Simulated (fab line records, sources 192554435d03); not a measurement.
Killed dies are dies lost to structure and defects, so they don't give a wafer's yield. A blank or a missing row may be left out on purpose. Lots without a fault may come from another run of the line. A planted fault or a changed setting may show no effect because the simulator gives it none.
Problem report in the 8D (eight disciplines) form, filled by code | flow n5_finfet | the parts of the form that need people (team, actions taken, sign-off) are left out

1. THE PROBLEM
cd_nm at N5_BEOL_M4_CD_MEAS_28 reads a mean of 23.42 nm on 3 wafers of 3 lots; wafers without a fault read 26.20 nm with a standard deviation of 0.24. That is -12 standard deviations from the usual mean.
The step: target cd 26.2 nm, target cd y 24.1 nm.
First seen on wafer L467.5, day 13 13:02, on cd_sem-03. The record holds 27 wafers of 10 lots with a number at this step. Rule for "out", or "out of limits": more than 4 standard deviations from the usual mean. The other wafers with a number count as sound.

2. WHAT IT IS AND WHAT IT IS NOT
question                    | is                     | is not
which readings at this step | cd_nm                  | -
which lots                  | L467, L470, L471       | L453, L455, L462, L463, L473, L474, L475
which wafers of those lots  | L467.5, L470.5, L471.4 | L467.3, L470.6, L471.6
read on which gauges        | cd_sem-01, cd_sem-03   | cd_sem-02
when                        | from day 13 13:02      | up to then (13 sound wafers); but 11 sound wafers of L470, L471, L473, L474, L475 came after

3. SUSPECTS, AND WHAT RULES EACH OUT
Counting: a tool at a process step up to the reading stays a suspect if it ran every lot that is out. Sound lots after the first of them don't rule it out here, since some wafers of a struck lot are sound.
- the gauge at N5_BEOL_M4_CD_MEAS_28: ruled out. The wafers that are out were read on 2 gauges (cd_sem-01, cd_sem-03).
- euv_scanner-01 at N5_BEOL_M4_EXPOSE_25 (exposes mask V3, defocus 5 nm): kept. It ran every lot that is out, first L467 (day 13 12:55); its last sound lot up to then is L463 (day 12 09:37).
Left after counting: euv_scanner-01 at N5_BEOL_M4_EXPOSE_25.

4. THE CAUSE (what the simulator had put in)
Process parameter drift: euv_scanner-01, from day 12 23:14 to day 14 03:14, at N5_BEOL_M4_EXPOSE_25. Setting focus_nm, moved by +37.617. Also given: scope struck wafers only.
Counting left only this tool.

5. THE CHAIN OF EFFECTS, in route order
Each row: a reading whose mean over the struck wafers that have a number lies more than 3 standard deviations from the usual. Only readings for which the record gives a usual standard deviation are gone through. hours: the time from each lot's start at the first step in this table that gives one to its start at this step, as a median over the lots. sigmas: the change in usual standard deviations.
hours | step                    | reading              | usual    | on struck wafers | change | sigmas
0     | N5_BEOL_M4_CD_MEAS_28   | cd_nm                | 26.20 nm | 23.42            | -2.78  | -12
132   | N5_PASSIVATION_PROBE_49 | defect_limited_yield | 91.2 %   | 0.0              | -91.2  | -65
132   | N5_PASSIVATION_PROBE_49 | killed_at_M4_up      | 14       | 1087             | +1073  | +99 or more
132   | N5_PASSIVATION_PROBE_49 | killed_dies          | 104      | 1180             | +1076  | +63
132   | N5_PASSIVATION_PROBE_49 | killed_on_rim        | 14       | 152              | +138   | +35
132   | N5_PASSIVATION_PROBE_49 | sort_n_pass          | 1076     | 0                | -1076  | -63
132   | N5_PASSIVATION_PROBE_49 | sort_yield_pct       | 91.2 %   | 0.0              | -91.2  | -65
The process steps in it:
- N5_PASSIVATION_PROBE_49

6. WHAT WOULD HAVE CAUGHT IT SOONER
In this record the first reading out of limits at a measuring or inspecting step was taken at day 13 13:02, 14 hours after the fault began at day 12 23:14.
Of the tool readings at N5_BEOL_M4_EXPOSE_25 for which the record gives a usual standard deviation, none was out on any struck wafer, so an alarm limit of 4 standard deviations on them would not have fired.
Of the lots that are out (3), L471, L470 began N5_BEOL_M4_EXPOSE_25 on euv_scanner-01 after day 13 13:02. A hold on the tool at that time would have spared those 2.
